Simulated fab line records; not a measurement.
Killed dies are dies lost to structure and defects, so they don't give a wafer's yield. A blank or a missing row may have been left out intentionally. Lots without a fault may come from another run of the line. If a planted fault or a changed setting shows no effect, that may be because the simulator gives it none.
Split-lot trial || flow n5 finfet || route with 1938 steps; 7 lots, 21 wafers read

THE SPLIT ITSELF
At N5_BEOL_M11_COAT_63 (time 60 s, resist thk 100 nm), the setting spin rpm was moved away from the recipe's 1500 rpm on 8 of the 21 wafers read, by -8.0% to +10.5%. The other wafers ran this setting at the recipe's value.

The reading is taken at the split's own step.

THE READING
SOC_of_BEOL_M11_COAT_63.thk nm (the simulator's own value, which no gauge read), in nm, at N5_BEOL_M11_COAT_63 (time 60 s, resist thk 100 nm). There is no usual value for it anywhere in the file. The 13 wafers here that ran the recipe average 100.1 nm, standard deviation 0.31 nm.

{"wafer": "L078.1", "tool, chamber at the split": "litho track-05, 0", "spin rpm as run, rpm": 1647, "against the recipe": "+9.8%", "SOC_of_BEOL_M11_COAT_63.thk nm, nm": 95.6, "against lot-mates on the recipe": -5.0}
{"wafer": "L078.4", "tool, chamber at the split": "litho track-05, 0", "spin rpm as run, rpm": 1647, "against the recipe": "+9.8%", "SOC_of_BEOL_M11_COAT_63.thk nm, nm": 95.8, "against lot-mates on the recipe": -4.8}
{"wafer": "L078.5", "tool, chamber at the split": "litho track-05, 0", "spin rpm as run, rpm": 1500, "against the recipe": "recipe", "SOC_of_BEOL_M11_COAT_63.thk nm, nm": 100.6, "against lot-mates on the recipe": "-"}
{"wafer": "L085.2", "tool, chamber at the split": "litho track-05, 0", "spin rpm as run, rpm": 1500, "against the recipe": "recipe", "SOC_of_BEOL_M11_COAT_63.thk nm, nm": 100.6, "against lot-mates on the recipe": "-"}
{"wafer": "L085.4", "tool, chamber at the split": "litho track-05, 0", "spin rpm as run, rpm": 1500, "against the recipe": "recipe", "SOC_of_BEOL_M11_COAT_63.thk nm, nm": 100.4, "against lot-mates on the recipe": "-"}
{"wafer": "L085.6", "tool, chamber at the split": "litho track-05, 0", "spin rpm as run, rpm": 1500, "against the recipe": "recipe", "SOC_of_BEOL_M11_COAT_63.thk nm, nm": 100.4, "against lot-mates on the recipe": "-"}
{"wafer": "L086.1", "tool, chamber at the split": "litho track-05, 0", "spin rpm as run, rpm": 1500, "against the recipe": "recipe", "SOC_of_BEOL_M11_COAT_63.thk nm, nm": 100.4, "against lot-mates on the recipe": "-"}
{"wafer": "L086.3", "tool, chamber at the split": "litho track-05, 0", "spin rpm as run, rpm": 1409, "against the recipe": "-6.1%", "SOC_of_BEOL_M11_COAT_63.thk nm, nm": 103.6, "against lot-mates on the recipe": "+3.2"}
{"wafer": "L086.6", "tool, chamber at the split": "litho track-05, 0", "spin rpm as run, rpm": 1409, "against the recipe": "-6.1%", "SOC_of_BEOL_M11_COAT_63.thk nm, nm": 103.8, "against lot-mates on the recipe": "+3.4"}
{"wafer": "L087.2", "tool, chamber at the split": "litho track-05, 0", "spin rpm as run, rpm": 1657, "against the recipe": "+10.5%", "SOC_of_BEOL_M11_COAT_63.thk nm, nm": 94.8, "against lot-mates on the recipe": -5.0}
{"wafer": "L087.3", "tool, chamber at the split": "litho track-05, 0", "spin rpm as run, rpm": 1500, "against the recipe": "recipe", "SOC_of_BEOL_M11_COAT_63.thk nm, nm": 99.8, "against lot-mates on the recipe": "-"}
{"wafer": "L087.6", "tool, chamber at the split": "litho track-05, 0", "spin rpm as run, rpm": 1657, "against the recipe": "+10.5%", "SOC_of_BEOL_M11_COAT_63.thk nm, nm": 94.2, "against lot-mates on the recipe": -5.6}
{"wafer": "L091.2", "tool, chamber at the split": "litho track-05, 0", "spin rpm as run, rpm": 1500, "against the recipe": "recipe", "SOC_of_BEOL_M11_COAT_63.thk nm, nm": 100, "against lot-mates on the recipe": "-"}
{"wafer": "L091.3", "tool, chamber at the split": "litho track-05, 0", "spin rpm as run, rpm": 1500, "against the recipe": "recipe", "SOC_of_BEOL_M11_COAT_63.thk nm, nm": 100, "against lot-mates on the recipe": "-"}
{"wafer": "L091.4", "tool, chamber at the split": "litho track-05, 0", "spin rpm as run, rpm": 1599, "against the recipe": "+6.6%", "SOC_of_BEOL_M11_COAT_63.thk nm, nm": 97.4, "against lot-mates on the recipe": -2.6}
{"wafer": "L095.1", "tool, chamber at the split": "litho track-01, 0", "spin rpm as run, rpm": 1500, "against the recipe": "recipe", "SOC_of_BEOL_M11_COAT_63.thk nm, nm": 100, "against lot-mates on the recipe": "-"}
{"wafer": "L095.2", "tool, chamber at the split": "litho track-01, 0", "spin rpm as run, rpm": 1380, "against the recipe": "-8.0%", "SOC_of_BEOL_M11_COAT_63.thk nm, nm": 104.4, "against lot-mates on the recipe": "+4.5"}
{"wafer": "L095.3", "tool, chamber at the split": "litho track-01, 0", "spin rpm as run, rpm": 1500, "against the recipe": "recipe", "SOC_of_BEOL_M11_COAT_63.thk nm, nm": 99.8, "against lot-mates on the recipe": "-"}
{"wafer": "L097.1", "tool, chamber at the split": "litho track-05, 0", "spin rpm as run, rpm": 1500, "against the recipe": "recipe", "SOC_of_BEOL_M11_COAT_63.thk nm, nm": 100.2, "against lot-mates on the recipe": "-"}
{"wafer": "L097.2", "tool, chamber at the split": "litho track-05, 0", "spin rpm as run, rpm": 1500, "against the recipe": "recipe", "SOC_of_BEOL_M11_COAT_63.thk nm, nm": 100, "against lot-mates on the recipe": "-"}
{"wafer": "L097.4", "tool, chamber at the split": "litho track-05, 0", "spin rpm as run, rpm": 1500, "against the recipe": "recipe", "SOC_of_BEOL_M11_COAT_63.thk nm, nm": 99.6, "against lot-mates on the recipe": "-"}

FIT RESULTS
A straight line over all 21 wafers: SOC_of_BEOL_M11_COAT_63.thk nm changes by -0.512 nm for each +1% of spin rpm; r = -0.99; the points scatter about the line by 0.39 nm.
The same after taking each lot's own level away (the mean of its wafers on the recipe; 21 wafers): -0.511 nm for each +1%; r = -1.00; scatter 0.25 nm.
On that fit, the largest move of spin rpm shifts the reading by 5.3 nm.
Measured against the standard deviation above, the lots' own levels, which go from 99.80 to 100.60 nm, span 2.6 times it.
The two slopes are in agreement: the lot-to-lot level therefore moves the slope only a little.
Check: -5.32 nm against its lot-mates is what the line predicts for one of the wafers moved furthest among these (+10.5%) when that wafer is left out of the fit. It came out at -5 nm against them.

ADDITIONAL SPLITS CARRIED BY THESE WAFERS
Note: prior to the reading, these wafers also went through further splits. Each is held against what the fit with the lots' levels taken away leaves over:
{"other split on the same wafers": "N5_BEOL_M9_EXPOSE_08 dose mj", "wafers away from the commonest value": 10, "r with SOC_of_BEOL_M11_COAT_63.thk nm (lot level and that fit taken away)": "+0.22"}
{"other split on the same wafers": "N5_BEOL_M9_STRIP_36 power w", "wafers away from the commonest value": 5, "r with SOC_of_BEOL_M11_COAT_63.thk nm (lot level and that fit taken away)": "+0.02"}
{"other split on the same wafers": "N5_BEOL_M10_COAT_22 spin rpm", "wafers away from the commonest value": 8, "r with SOC_of_BEOL_M11_COAT_63.thk nm (lot level and that fit taken away)": -0.11}

THE FILE'S OWN FIT
SOC_of_BEOL_M11_COAT_63.thk nm changes by -0.505 nm for each +1% of spin rpm, r = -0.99.
